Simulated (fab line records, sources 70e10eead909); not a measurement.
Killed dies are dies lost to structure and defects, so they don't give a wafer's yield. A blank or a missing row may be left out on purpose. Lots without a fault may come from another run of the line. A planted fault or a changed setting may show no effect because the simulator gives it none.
A struck lot beside a sound one | flow nand_harc | 37 steps out of a route of 1159
Sound: wafers L473.2, L473.4, L473.5. Struck: wafers L475.1, L475.3, L475.5. The cause comes at the end.
At each step with rows: each side's tool, then ch and its chambers, then its first start. Under that, the readings that differ: sound wafers | struck wafers | difference of the means | sigmas: that difference in standard deviations of wafers without a fault.
alike: readings whose means differ by less than 2 such deviations, and words and numbers that are the same on both sides. not compared: withheld readings, readings that some wafer has no value for, bounds like >300 that may hide the same value, and numbers for which the record gives no deviation and whose values overlap.
The two part at a step that has a row with sigmas, a row that says differs or no value, or rows on one side only. Numbers that don't overlap but have no deviation are shown without sigmas and don't part them. A reading that every wafer of one side lacks parts them only if that side has two wafers or more.

first, 9 steps without rows for these wafers: NHARC_A_CHANNEL_HOLE_D1_DEP_00 (deposits aC, target thk 3100 nm); NHARC_A_CHANNEL_HOLE_D1_DEP_01 (deposits SiON, target thk 140 nm); NHARC_A_CHANNEL_HOLE_D1_DEHYDRATE_02 (time 120 s); NHARC_A_CHANNEL_HOLE_D1_HMDS_03 (time 30 s); NHARC_A_CHANNEL_HOLE_D1_COAT_36 (time 75 s); NHARC_A_CHANNEL_HOLE_D1_COAT_37 (time 65 s); NHARC_A_CHANNEL_HOLE_D1_COAT_04 (resist thk 90 nm); NHARC_A_CHANNEL_HOLE_D1_SOFTBAKE_05 (time 55 s); NHARC_A_CHANNEL_HOLE_D1_EBR_06.
NHARC_A_CHANNEL_HOLE_D1_EXPOSE_07: exposes mask HOLE D1, target cd 100 nm.
  sound on arfi_scanner-03 ch 0, day 10 10:47; struck on arfi_scanner-03 ch 0, day 10 12:46
  reading              | sound             | struck            | difference | sigmas
  exposure_dose_mJ_cm2 | 59.76 59.69 59.65 | 70.89 70.88 70.88 | +11.18     | +99 or more
  alike: mask
then, 2 steps without rows for these wafers: NHARC_A_CHANNEL_HOLE_D1_PEB_08 (peb time 65 s); NHARC_A_CHANNEL_HOLE_D1_DEVELOP_09 (develop time 35 s).
NHARC_A_CHANNEL_HOLE_D1_CD_MEAS_10: target cd 100 nm.
  sound on cd_sem-02 ch 0, day 10 10:55; struck on cd_sem-03 ch 0, day 10 12:55
  reading    | sound          | struck            | difference | sigmas
  cd_nm (nm) | 98.7 99.6 99.5 | 108.4 107.3 108.4 | +8.8       | +13
NHARC_A_CHANNEL_HOLE_D1_DESCUM_15: chemistry O2, time 3 s.
  sound on rie_diel-05 ch 0,1, day 10 11:06; struck on rie_diel-05 ch 1,2,3, day 10 13:07
  reading                            | sound             | struck            | difference | sigmas
  model.A_CHANNEL_HOLE_D1.cd_nm (nm) | 99.99 99.97 100.3 | 108.1 107.6 107.9 | +7.8       |
  alike: drypump_motor_current_A, oes_product_au, rf_vpp_V, showerhead_plenum_p_Torr, throttle_valve_pct
  not compared: rf_hours_counter_h
then, 16 steps without rows for these wafers: NHARC_A_CHANNEL_HOLE_D1_ETCH_38 (etches the open film in CF4, target depth 39 nm, time 65 s); NHARC_A_CHANNEL_HOLE_D1_ETCH_39 (etches the open film in N2/H2, target depth 260 nm, time 325 s); NHARC_A_CHANNEL_HOLE_D1_ETCH_34 (etches the open film in CF4/CHF3, target depth 154 nm, time 77 s); NHARC_A_CHANNEL_HOLE_D1_ETCH_16 (etches the open film in O2/COS, target depth 3100 nm, time 806 s); NHARC_A_CHANNEL_HOLE_D1_ETCH_19 (etches the open film in C4F8/O2/Ar, time 34.5 s); NHARC_A_CHANNEL_HOLE_D1_ETCH_20 (etches the open film in C4F8/O2/Ar, time 361.9 s, target depth 1600 nm); NHARC_A_CHANNEL_HOLE_D1_ETCH_21 (etches the open film in C4F8/O2/Ar, time 514.3 s, target depth 1600 nm); NHARC_A_CHANNEL_HOLE_D1_ETCH_22 (etches the open film in C4F8/O2/Ar, time 666.7 s, target depth 1600 nm); NHARC_A_CHANNEL_HOLE_D1_ETCH_23 (etches the open film in C4F8/O2/Ar, time 819 s, target depth 1600 nm); NHARC_A_CHANNEL_HOLE_D1_ETCH_24 (etches the open film in C4F8/O2/Ar, time 906.2 s, target depth 1500 nm); NHARC_A_CHANNEL_HOLE_D1_ETCH_25 (etches the open film in C4F8/O2/Ar, time 1040.2 s, target depth 1500 nm); NHARC_A_CHANNEL_HOLE_D1_ETCH_26 (etches the open film in C4F8/O2/Ar, time 224.1 s, target depth 300 nm); NHARC_A_CHANNEL_HOLE_D1_ETCH_33 (etches the open film in C4F8/O2/Ar, time 90 s, target depth 400 nm); NHARC_A_CHANNEL_HOLE_D1_STRIP_41 (strips in N2/H2); NHARC_A_CHANNEL_HOLE_D1_STRIP_42 (strips in CF4/CHF3); NHARC_A_CHANNEL_HOLE_D1_STRIP_43 (strips in O2/COS).
NHARC_A_CHANNEL_HOLE_D1_ETCH_44: etches the open film in CF4/O2, target depth 140 nm, overetch 14 nm, time 77 s.
  sound on rie_diel-05 ch 0,2, day 10 17:01; struck on rie_diel-05 ch 2,3, day 10 21:09
  reading                            | sound             | struck            | difference | sigmas
  model.A_CHANNEL_HOLE_D1.cd_nm (nm) | 86.31 88.07 90.16 | 97.41 95.74 97.05 | +8.55      |
  alike: drypump_motor_current_A, oes_product_au, rf_vpp_V, showerhead_plenum_p_Torr, throttle_valve_pct
  not compared: rf_hours_counter_h
then, 3 steps without rows for these wafers: NHARC_A_CHANNEL_HOLE_D1_STRIP_27 (strips in O2); NHARC_A_CHANNEL_HOLE_D1_PRECLEAN_28 (cleans in SC1); NHARC_A_CHANNEL_HOLE_D1_SRD_29.
NHARC_A_CHANNEL_HOLE_D1_CD_MEAS_30:
  sound on cd_sem-02, day 10 17:49; struck on cd_sem-02, day 10 21:58
  reading    | sound          | struck         | difference | sigmas
  cd_nm (nm) | 86.6 88.1 90.0 | 97.1 95.5 97.4 | +8.4       | +5
NHARC_A_CHANNEL_HOLE_D1_XSEM_31:
  sound on xsem-01 ch 0, day 10 17:54; struck on xsem-01 ch 0, day 10 22:03
  reading        | sound          | struck         | difference | sigmas
  bot_cd_nm (nm) | 71.0 73.0 74.5 | 82.0 79.5 81.4 | +8.1       | +5
  alike: bow_nm, tilt_deg
-- the record jumps here: 11 days lie between the struck wafers' starts before and after (it left off in module A_CHANNEL_HOLE_D1 and takes up again in module END, whose first step shown is number 1159 of the route) --
NHARC_END_SORT_01:
  the record has rows for the struck wafers here (prober-02 ch 0, day 21 21:17) and none for the sound ones

WHERE THEY PART
First at NHARC_A_CHANNEL_HOLE_D1_EXPOSE_07; last, within this record, at NHARC_END_SORT_01.

WHY: what the simulator had put in
Process parameter drift: arfi_scanner-03, from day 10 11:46 on, at NHARC_A_CHANNEL_HOLE_D1_EXPOSE_07. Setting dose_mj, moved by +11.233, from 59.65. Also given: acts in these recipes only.
